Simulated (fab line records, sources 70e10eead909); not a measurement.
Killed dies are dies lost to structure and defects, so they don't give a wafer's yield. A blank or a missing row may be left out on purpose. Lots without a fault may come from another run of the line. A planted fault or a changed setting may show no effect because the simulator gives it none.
A sampling plan put to the test | flow nand_harc | one fab line, 20 faults that these records tell of, each judged on the records of the lots that it struck
The plan is the line's own looks: the steps of the route at which a gauge or an inspection reads the wafer and doesn't change it. A look can be judged if struck wafers have a number there and the file gives its usual mean and standard deviation on fault-free wafers. Caught: at a look after the fault's first step, the mean of the struck wafers lies 4 or more of those standard deviations (sigma) from the usual mean. On the tool: the same test on the tool's own readings at the fault's steps. Another recipe on the struck wafers, or a record that is blank for them alone, also counts as caught.

THE FAULTS, as the simulator had put them in
1. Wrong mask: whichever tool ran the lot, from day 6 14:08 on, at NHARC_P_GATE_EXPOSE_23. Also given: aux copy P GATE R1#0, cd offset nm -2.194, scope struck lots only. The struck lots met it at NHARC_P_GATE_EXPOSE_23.
2. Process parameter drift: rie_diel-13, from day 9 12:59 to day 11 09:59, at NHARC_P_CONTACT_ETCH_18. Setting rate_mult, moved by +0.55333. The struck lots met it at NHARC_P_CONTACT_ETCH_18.
3. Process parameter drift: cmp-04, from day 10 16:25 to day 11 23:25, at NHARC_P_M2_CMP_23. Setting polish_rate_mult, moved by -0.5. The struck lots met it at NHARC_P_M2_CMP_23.
4. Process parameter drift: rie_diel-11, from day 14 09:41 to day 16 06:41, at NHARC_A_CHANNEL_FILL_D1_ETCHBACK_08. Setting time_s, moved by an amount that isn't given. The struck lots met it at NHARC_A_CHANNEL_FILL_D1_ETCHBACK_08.
5. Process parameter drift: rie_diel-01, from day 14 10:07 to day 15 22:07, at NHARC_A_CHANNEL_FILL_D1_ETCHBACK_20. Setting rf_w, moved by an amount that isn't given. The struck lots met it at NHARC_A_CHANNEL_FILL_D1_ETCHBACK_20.
6. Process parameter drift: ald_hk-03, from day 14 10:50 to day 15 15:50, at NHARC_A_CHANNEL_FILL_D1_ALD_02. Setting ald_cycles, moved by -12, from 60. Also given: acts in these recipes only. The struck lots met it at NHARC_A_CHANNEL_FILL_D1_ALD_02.
7. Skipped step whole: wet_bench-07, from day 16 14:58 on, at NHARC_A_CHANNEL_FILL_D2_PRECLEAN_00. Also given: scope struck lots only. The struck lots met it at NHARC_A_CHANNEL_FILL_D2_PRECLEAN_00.
8. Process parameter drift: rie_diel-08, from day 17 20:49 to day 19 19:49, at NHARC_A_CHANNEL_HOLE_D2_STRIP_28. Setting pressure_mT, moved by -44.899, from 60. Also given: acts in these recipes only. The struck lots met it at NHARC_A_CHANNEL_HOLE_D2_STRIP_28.
9. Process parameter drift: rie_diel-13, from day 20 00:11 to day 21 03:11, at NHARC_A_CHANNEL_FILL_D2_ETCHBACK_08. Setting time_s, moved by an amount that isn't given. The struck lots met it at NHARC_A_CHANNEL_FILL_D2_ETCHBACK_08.
10. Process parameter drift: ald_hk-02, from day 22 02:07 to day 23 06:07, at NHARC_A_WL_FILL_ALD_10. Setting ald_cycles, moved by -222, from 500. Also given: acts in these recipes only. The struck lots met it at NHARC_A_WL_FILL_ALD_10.
11. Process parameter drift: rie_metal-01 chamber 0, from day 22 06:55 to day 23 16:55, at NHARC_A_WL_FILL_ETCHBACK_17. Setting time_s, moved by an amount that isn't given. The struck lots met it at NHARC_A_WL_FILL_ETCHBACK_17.
12. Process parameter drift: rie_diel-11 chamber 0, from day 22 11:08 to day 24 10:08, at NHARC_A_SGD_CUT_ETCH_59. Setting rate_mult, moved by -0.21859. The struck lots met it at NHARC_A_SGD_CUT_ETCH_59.
13. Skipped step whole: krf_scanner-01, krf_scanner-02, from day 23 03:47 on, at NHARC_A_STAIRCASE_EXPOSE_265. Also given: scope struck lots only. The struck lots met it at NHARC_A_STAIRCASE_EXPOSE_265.
14. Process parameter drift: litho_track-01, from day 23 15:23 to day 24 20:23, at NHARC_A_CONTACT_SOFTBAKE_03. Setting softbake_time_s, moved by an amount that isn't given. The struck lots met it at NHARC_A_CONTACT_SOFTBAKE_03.
15. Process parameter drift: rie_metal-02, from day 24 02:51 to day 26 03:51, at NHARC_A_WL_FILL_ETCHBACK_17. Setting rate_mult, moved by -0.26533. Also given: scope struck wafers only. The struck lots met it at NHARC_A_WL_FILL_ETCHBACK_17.
16. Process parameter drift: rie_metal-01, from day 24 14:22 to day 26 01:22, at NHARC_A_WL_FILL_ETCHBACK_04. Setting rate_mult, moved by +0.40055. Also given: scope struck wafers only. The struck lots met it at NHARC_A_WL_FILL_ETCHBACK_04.
17. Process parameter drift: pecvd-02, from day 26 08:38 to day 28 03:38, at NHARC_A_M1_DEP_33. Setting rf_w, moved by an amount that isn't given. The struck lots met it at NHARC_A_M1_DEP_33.
18. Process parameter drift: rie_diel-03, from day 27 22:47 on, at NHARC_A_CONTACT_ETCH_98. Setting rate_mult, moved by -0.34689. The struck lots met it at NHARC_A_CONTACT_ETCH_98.
19. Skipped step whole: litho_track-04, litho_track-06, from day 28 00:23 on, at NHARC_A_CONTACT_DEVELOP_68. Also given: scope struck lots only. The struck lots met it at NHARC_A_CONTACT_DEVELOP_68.
20. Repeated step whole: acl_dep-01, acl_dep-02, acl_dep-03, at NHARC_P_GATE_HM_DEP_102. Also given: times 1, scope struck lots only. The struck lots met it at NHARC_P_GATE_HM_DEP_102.

WHAT THE PLAN SAW
fault | on the tool itself                               | first look that catches it                   | reading, sigma                                               | median hours from its first step to that look | hours from the fault's start to the first struck lot there | judged looks passed uncaught
1     | no reading that can be judged                    | no look after it can be judged               | -                                                            | -                                             | -                                                          | 0
2     | oes_product_au +13 sigma                         | no look after it can be judged               | -                                                            | -                                             | -                                                          | 0
3     | only faintly: time_to_endpoint_s +3.1 sigma      | NHARC_P_M2_INSPECT_27                        | raw_defect_count +35                                         | 0.5                                           | 7                                                          | 0
4     | run_length_s +48 sigma                           | no look after it can be judged               | -                                                            | -                                             | -                                                          | 0
5     | rf_fwd_power_W +85 sigma                         | not the one look that can be judged after it | -                                                            | -                                             | -                                                          | 1
6     | under 2 sigma                                    | not the one look that can be judged after it | -                                                            | -                                             | -                                                          | 1
7     | the tool's record is blank for the struck wafers | no look after it can be judged               | -                                                            | -                                             | -                                                          | 0
8     | chamber_pressure_mTorr -99 or beyond sigma       | not the one look that can be judged after it | strongest: cd_nm at NHARC_A_CHANNEL_HOLE_D2_CD_MEAS_31, -3.2 | -                                             | -                                                          | 1
9     | run_length_s +58 sigma                           | no look after it can be judged               | -                                                            | -                                             | -                                                          | 0
10    | under 2 sigma                                    | no look after it can be judged               | -                                                            | -                                             | -                                                          | 0
11    | run_length_s -22 sigma                           | no look after it can be judged               | -                                                            | -                                             | -                                                          | 0
12    | oes_product_au -14 sigma                         | NHARC_END_SORT_01                            | killed_at_array +14                                          | 127.9                                         | 140                                                        | 1
13    | no reading that can be judged                    | no look after it can be judged               | -                                                            | -                                             | -                                                          | 0
14    | heater_power_total_W +99 or beyond sigma         | no look after it can be judged               | -                                                            | -                                             | -                                                          | 0
15    | oes_product_au -14 sigma                         | no look after it can be judged               | -                                                            | -                                             | -                                                          | 0
16    | oes_product_au +26 sigma                         | not the one look that can be judged after it | -                                                            | -                                             | -                                                          | 1
17    | rf_fwd_power_W +47 sigma                         | not the one look that can be judged after it | -                                                            | -                                             | -                                                          | 1
18    | oes_product_au -9.9 sigma                        | no look after it can be judged               | -                                                            | -                                             | -                                                          | 0
19    | the tool's record is blank for the struck wafers | no look after it can be judged               | -                                                            | -                                             | -                                                          | 0
20    | under 2 sigma                                    | not the one look that can be judged after it | -                                                            | -                                             | -                                                          | 1
A dash: the fault isn't caught, or these records don't give the number.

Caught at a look: 2 of 20. Caught on the tool: 14 of 20. By one or the other: 15 of 20.
Caught on the tool alone: faults 2, 4, 5, 7, 8, 9, 11, 14, 15, 16, 17, 18, 19.
Caught at a look alone: fault 3.
Caught by neither: faults 1, 6, 10, 13, 20.

THINNER SAMPLING
If the look that catches a fault measured only every second or every third lot, by lot number, the first struck lot would be measured this late in the worst case:
fault | struck lots at that look, in order of time | every lot | every second lot | every third lot
3     | L549, L551                                 | 7 h       | may miss all 2   | may miss all 2
12    | L771, L772                                 | 140 h     | 162 h            | may miss all 2
Hours are from the fault's start to the first struck lot that is measured. The limit of 4 sigma was tested on all struck wafers together, so one lot alone may lie under it. Other struck lots may not be in these records.

THE LONGEST TIMED WAY FROM STEP TO LOOK
Fault 12: a median of 127.9 hours passes between NHARC_A_SGD_CUT_ETCH_59 and NHARC_END_SORT_01. The look between them that can be judged stayed within 4 sigma: NHARC_A_SGD_CUT_INSPECT_25.
